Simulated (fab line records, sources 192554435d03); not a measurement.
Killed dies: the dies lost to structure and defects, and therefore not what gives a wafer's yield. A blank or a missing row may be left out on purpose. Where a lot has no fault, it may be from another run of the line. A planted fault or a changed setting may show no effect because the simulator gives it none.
What tool caused it? / flow n5_finfet / 72 wafers from 24 lots sampled at 4 of the route's 1938 steps

## WHAT THE GAUGES READ, wafer by wafer
N5_BEOL_M7_INSPECT_58: inspects for defects (darkfield). Usual: raw_defect_count reads 68 (standard deviation 20).
lot=L074; measured=day 9 06:47; on=defect_inspect-01; raw_defect_count=86 107 158; flag=
lot=L075; measured=day 9 07:05; on=defect_inspect-02; raw_defect_count=67 67 64; flag=
lot=L076; measured=day 9 11:02; on=defect_inspect-02; raw_defect_count=69 44 63; flag=
lot=L077; measured=day 9 15:35; on=defect_inspect-02; raw_defect_count=60 59 52; flag=
lot=L078; measured=day 10 03:03; on=defect_inspect-02; raw_defect_count=84 55 54; flag=
lot=L079; measured=day 10 08:24; on=defect_inspect-01; raw_defect_count=69 40 53; flag=
lot=L081; measured=day 11 02:08; on=defect_inspect-01; raw_defect_count=113 97 69; flag=
lot=L083; measured=day 11 02:51; on=defect_inspect-02; raw_defect_count=100 55 71; flag=
lot=L082; measured=day 11 11:30; on=defect_inspect-02; raw_defect_count=61 46 49; flag=
lot=L080; measured=day 11 11:46; on=defect_inspect-02; raw_defect_count=51 55 52; flag=
lot=L084; measured=day 11 18:03; on=defect_inspect-02; raw_defect_count=53 50 84; flag=
lot=L085; measured=day 12 01:40; on=defect_inspect-02; raw_defect_count=79 74 80; flag=
lot=L086; measured=day 12 04:13; on=defect_inspect-01; raw_defect_count=57 85 77; flag=
lot=L087; measured=day 12 08:40; on=defect_inspect-02; raw_defect_count=49 49 44; flag=
lot=L088; measured=day 12 15:00; on=defect_inspect-01; raw_defect_count=54 53 52; flag=
lot=L091; measured=day 13 07:14; on=defect_inspect-01; raw_defect_count=66 66 42; flag=
lot=L089; measured=day 13 11:38; on=defect_inspect-02; raw_defect_count=87 77 62; flag=
lot=L093; measured=day 13 12:38; on=defect_inspect-01; raw_defect_count=87 87 65; flag=
lot=L090; measured=day 13 13:11; on=defect_inspect-01; raw_defect_count=65 78 87; flag=
lot=L092; measured=day 13 16:25; on=defect_inspect-01; raw_defect_count=106 80 55; flag=
lot=L094; measured=day 14 05:56; on=defect_inspect-02; raw_defect_count=49 50 69; flag=
lot=L095; measured=day 14 11:47; on=defect_inspect-01; raw_defect_count=30 75 75; flag=
lot=L096; measured=day 14 13:03; on=defect_inspect-01; raw_defect_count=53 48 33; flag=
lot=L097; measured=day 14 19:34; on=defect_inspect-02; raw_defect_count=49 81 49; flag=

N5_BEOL_M8_THK_MEAS_01. Usual: M8_ILD_THK typically reads 155.7 nm, with standard deviation 1.9.
lot=L074; measured=day 9 07:24; on=film_metro-01; M8_ILD_THK (nm)=158.9 158.7 158.6; flag=
lot=L075; measured=day 9 07:42; on=film_metro-02; M8_ILD_THK (nm)=155.5 153.3 152.7; flag=
lot=L076; measured=day 9 11:39; on=film_metro-01; M8_ILD_THK (nm)=154.9 160.3 158.8; flag=
lot=L077; measured=day 9 16:13; on=film_metro-02; M8_ILD_THK (nm)=154.2 155.2 158.3; flag=
lot=L078; measured=day 10 03:40; on=film_metro-02; M8_ILD_THK (nm)=155.9 156.3 156.5; flag=
lot=L079; measured=day 10 09:01; on=film_metro-01; M8_ILD_THK (nm)=155.1 154.2 155.8; flag=
lot=L081; measured=day 11 02:52; on=film_metro-02; M8_ILD_THK (nm)=154.3 157.2 156.8; flag=
lot=L083; measured=day 11 03:28; on=film_metro-01; M8_ILD_THK (nm)=155.4 159.1 158.0; flag=
lot=L082; measured=day 11 12:07; on=film_metro-02; M8_ILD_THK (nm)=154.1 155.8 159.5; flag=
lot=L080; measured=day 11 12:23; on=film_metro-02; M8_ILD_THK (nm)=153.2 155.6 157.7; flag=
lot=L084; measured=day 11 18:40; on=film_metro-01; M8_ILD_THK (nm)=155.4 156.4 157.6; flag=
lot=L085; measured=day 12 02:17; on=film_metro-01; M8_ILD_THK (nm)=150.0 153.5 152.9; flag=
lot=L086; measured=day 12 05:19; on=film_metro-01; M8_ILD_THK (nm)=153.4 154.0 156.3; flag=
lot=L087; measured=day 12 09:17; on=film_metro-01; M8_ILD_THK (nm)=155.4 154.6 156.1; flag=
lot=L088; measured=day 12 15:37; on=film_metro-01; M8_ILD_THK (nm)=156.0 155.5 157.9; flag=
lot=L091; measured=day 13 07:51; on=film_metro-01; M8_ILD_THK (nm)=153.1 154.4 152.6; flag=
lot=L089; measured=day 13 12:16; on=film_metro-01; M8_ILD_THK (nm)=156.2 153.7 156.2; flag=
lot=L093; measured=day 13 13:14; on=film_metro-02; M8_ILD_THK (nm)=155.3 154.3 156.1; flag=
lot=L090; measured=day 13 13:47; on=film_metro-02; M8_ILD_THK (nm)=155.5 157.9 158.9; flag=
lot=L092; measured=day 13 17:02; on=film_metro-01; M8_ILD_THK (nm)=152.7 155.4 154.3; flag=
lot=L094; measured=day 14 06:34; on=film_metro-02; M8_ILD_THK (nm)=155.7 159.2 156.0; flag=
lot=L095; measured=day 14 12:49; on=film_metro-01; M8_ILD_THK (nm)=154.8 156.1 158.5; flag=
lot=L096; measured=day 14 13:40; on=film_metro-01; M8_ILD_THK (nm)=153.3 155.2 157.0; flag=
lot=L097; measured=day 14 20:11; on=film_metro-02; M8_ILD_THK (nm)=151.4 154.2 155.3; flag=

N5_BEOL_M8_INSPECT_13: inspects for defects (brightfield). Usual: raw_defect_count reads 388 (standard deviation 81).
lot=L074; measured=day 9 09:07; on=defect_inspect-02; raw_defect_count=547 546 756; flag=
lot=L075; measured=day 9 09:17; on=defect_inspect-01; raw_defect_count=543 379 339; flag=
lot=L076; measured=day 9 12:52; on=defect_inspect-01; raw_defect_count=303 358 431; flag=
lot=L077; measured=day 9 18:19; on=defect_inspect-01; raw_defect_count=447 352 521; flag=
lot=L078; measured=day 10 05:59; on=defect_inspect-01; raw_defect_count=329 336 377; flag=
lot=L079; measured=day 10 10:08; on=defect_inspect-01; raw_defect_count=303 261 333; flag=
lot=L081; measured=day 11 03:26; on=defect_inspect-02; raw_defect_count=513 403 411; flag=
lot=L083; measured=day 11 05:58; on=defect_inspect-01; raw_defect_count=532 377 416; flag=
lot=L082; measured=day 11 14:57; on=defect_inspect-01; raw_defect_count=290 247 280; flag=
lot=L080; measured=day 11 15:07; on=defect_inspect-02; raw_defect_count=291 438 328; flag=
lot=L084; measured=day 11 20:57; on=defect_inspect-02; raw_defect_count=351 430 433; flag=
lot=L085; measured=day 12 03:14; on=defect_inspect-01; raw_defect_count=348 483 403; flag=
lot=L086; measured=day 12 06:35; on=defect_inspect-01; raw_defect_count=363 310 372; flag=
lot=L087; measured=day 12 09:59; on=defect_inspect-02; raw_defect_count=412 420 421; flag=
lot=L088; measured=day 12 17:39; on=defect_inspect-01; raw_defect_count=438 331 388; flag=
lot=L091; measured=day 13 08:56; on=defect_inspect-02; raw_defect_count=377 375 404; flag=
lot=L089; measured=day 13 14:02; on=defect_inspect-01; raw_defect_count=365 349 433; flag=
lot=L093; measured=day 13 14:44; on=defect_inspect-02; raw_defect_count=470 424 382; flag=
lot=L090; measured=day 13 14:58; on=defect_inspect-01; raw_defect_count=339 392 370; flag=
lot=L092; measured=day 13 20:29; on=defect_inspect-01; raw_defect_count=377 352 357; flag=
lot=L094; measured=day 14 08:01; on=defect_inspect-02; raw_defect_count=398 417 344; flag=
lot=L095; measured=day 14 13:31; on=defect_inspect-01; raw_defect_count=300 408 265; flag=
lot=L096; measured=day 14 14:50; on=defect_inspect-02; raw_defect_count=341 334 294; flag=
lot=L097; measured=day 14 21:05; on=defect_inspect-01; raw_defect_count=326 299 331; flag=

## EACH LOT AND THE TOOL THAT RAN IT (in order: tool; ch and the chambers of the sampled wafers; start)
lot=L074; N5_BEOL_M7_DEP_56=pecvd-03 ch 0,1,2, day 9 06:43
lot=L075; N5_BEOL_M7_DEP_56=pecvd-01 ch 0,2, day 9 06:59
lot=L076; N5_BEOL_M7_DEP_56=pecvd-03 ch 0,1, day 9 10:56
lot=L077; N5_BEOL_M7_DEP_56=pecvd-01 ch 1,2, day 9 15:30
lot=L078; N5_BEOL_M7_DEP_56=pecvd-02 ch 0,1,2, day 10 02:58
lot=L079; N5_BEOL_M7_DEP_56=pecvd-02 ch 0,2, day 10 08:18
lot=L081; N5_BEOL_M7_DEP_56=pecvd-03 ch 0,1, day 11 02:02
lot=L083; N5_BEOL_M7_DEP_56=pecvd-02 ch 0,1, day 11 02:46
lot=L082; N5_BEOL_M7_DEP_56=pecvd-03 ch 0,1,2, day 11 11:24
lot=L080; N5_BEOL_M7_DEP_56=pecvd-03 ch 1,2, day 11 11:41
lot=L084; N5_BEOL_M7_DEP_56=pecvd-03 ch 0,1,2, day 11 17:58
lot=L085; N5_BEOL_M7_DEP_56=pecvd-01 ch 1,2, day 12 01:35
lot=L086; N5_BEOL_M7_DEP_56=pecvd-01 ch 0,1, day 12 04:07
lot=L087; N5_BEOL_M7_DEP_56=pecvd-03 ch 0,1,2, day 12 08:35
lot=L088; N5_BEOL_M7_DEP_56=pecvd-01 ch 0,2, day 12 14:55
lot=L091; N5_BEOL_M7_DEP_56=pecvd-02 ch 0,1,2, day 13 07:08
lot=L089; N5_BEOL_M7_DEP_56=pecvd-01 ch 1,2, day 13 11:33
lot=L093; N5_BEOL_M7_DEP_56=pecvd-03 ch 0,1,2, day 13 12:32
lot=L090; N5_BEOL_M7_DEP_56=pecvd-03 ch 1,2, day 13 13:04
lot=L092; N5_BEOL_M7_DEP_56=pecvd-03 ch 0,1, day 13 16:19
lot=L094; N5_BEOL_M7_DEP_56=pecvd-03 ch 0,1,2, day 14 05:52
lot=L095; N5_BEOL_M7_DEP_56=pecvd-03 ch 0,1,2, day 14 11:42
lot=L096; N5_BEOL_M7_DEP_56=pecvd-01 ch 0,2, day 14 12:58
lot=L097; N5_BEOL_M7_DEP_56=pecvd-01 ch 0,1, day 14 19:29
- N5_BEOL_M7_DEP_56: deposits SiCN from 3MS/NH3, target thk 10 nm, time 17.5 s.

## WHAT THE TOOLS THEMSELVES READ (means of the sampled wafers that have a number; where no wafer has one, the mark that the record gives instead)
N5_BEOL_M7_DEP_56. Usual: showerhead_plenum_p_Torr 3.662 Torr, standard deviation 0.01; throttle_valve_pct 9.2 %, standard deviation 0.59.
lot=L074; tool=pecvd-03; showerhead_plenum_p_Torr (Torr)=3.668; throttle_valve_pct (%)=9.7; flag=
lot=L075; tool=pecvd-01; showerhead_plenum_p_Torr (Torr)=3.650; throttle_valve_pct (%)=9.1; flag=
lot=L076; tool=pecvd-03; showerhead_plenum_p_Torr (Torr)=3.665; throttle_valve_pct (%)=9.9; flag=
lot=L077; tool=pecvd-01; showerhead_plenum_p_Torr (Torr)=3.656; throttle_valve_pct (%)=8.8; flag=
lot=L078; tool=pecvd-02; showerhead_plenum_p_Torr (Torr)=3.659; throttle_valve_pct (%)=9.0; flag=
lot=L079; tool=pecvd-02; showerhead_plenum_p_Torr (Torr)=3.672; throttle_valve_pct (%)=9.0; flag=
lot=L081; tool=pecvd-03; showerhead_plenum_p_Torr (Torr)=3.672; throttle_valve_pct (%)=9.3; flag=
lot=L083; tool=pecvd-02; showerhead_plenum_p_Torr (Torr)=3.663; throttle_valve_pct (%)=9.1; flag=
lot=L082; tool=pecvd-03; showerhead_plenum_p_Torr (Torr)=3.672; throttle_valve_pct (%)=9.4; flag=
lot=L080; tool=pecvd-03; showerhead_plenum_p_Torr (Torr)=3.664; throttle_valve_pct (%)=9.8; flag=
lot=L084; tool=pecvd-03; showerhead_plenum_p_Torr (Torr)=3.668; throttle_valve_pct (%)=9.4; flag=
lot=L085; tool=pecvd-01; showerhead_plenum_p_Torr (Torr)=3.655; throttle_valve_pct (%)=9.0; flag=
lot=L086; tool=pecvd-01; showerhead_plenum_p_Torr (Torr)=3.657; throttle_valve_pct (%)=8.9; flag=
lot=L087; tool=pecvd-03; showerhead_plenum_p_Torr (Torr)=3.662; throttle_valve_pct (%)=9.4; flag=
lot=L088; tool=pecvd-01; showerhead_plenum_p_Torr (Torr)=3.650; throttle_valve_pct (%)=9.0; flag=
lot=L091; tool=pecvd-02; showerhead_plenum_p_Torr (Torr)=3.662; throttle_valve_pct (%)=8.9; flag=
lot=L089; tool=pecvd-01; showerhead_plenum_p_Torr (Torr)=3.661; throttle_valve_pct (%)=9.0; flag=
lot=L093; tool=pecvd-03; showerhead_plenum_p_Torr (Torr)=3.668; throttle_valve_pct (%)=9.2; flag=
lot=L090; tool=pecvd-03; showerhead_plenum_p_Torr (Torr)=3.666; throttle_valve_pct (%)=9.4; flag=
lot=L092; tool=pecvd-03; showerhead_plenum_p_Torr (Torr)=3.666; throttle_valve_pct (%)=9.9; flag=
lot=L094; tool=pecvd-03; showerhead_plenum_p_Torr (Torr)=3.667; throttle_valve_pct (%)=9.4; flag=
lot=L095; tool=pecvd-03; showerhead_plenum_p_Torr (Torr)=3.669; throttle_valve_pct (%)=9.5; flag=
lot=L096; tool=pecvd-01; showerhead_plenum_p_Torr (Torr)=3.647; throttle_valve_pct (%)=9.1; flag=
lot=L097; tool=pecvd-01; showerhead_plenum_p_Torr (Torr)=3.660; throttle_valve_pct (%)=8.9; flag=

## THE ANSWER, worked out from the rows above alone
Rule: a lot is off if the mean of its wafers that have a number lies more than 3 standard deviations from the usual mean. A lot without any number at a reading at which 4 lots or more have one is off too. Where the step has rows for the other lots, those lots are counted as sound. First the gauges in route order, then the tools' own readings, where a lot's mean is used as printed above. At the first step where some lot is off, the reading lying furthest off is the one used; lots without a number count as furthest.
None of the lots is off at any reading shown; this tells nothing.

## WHAT WAS PUT IN BY THE SIMULATOR
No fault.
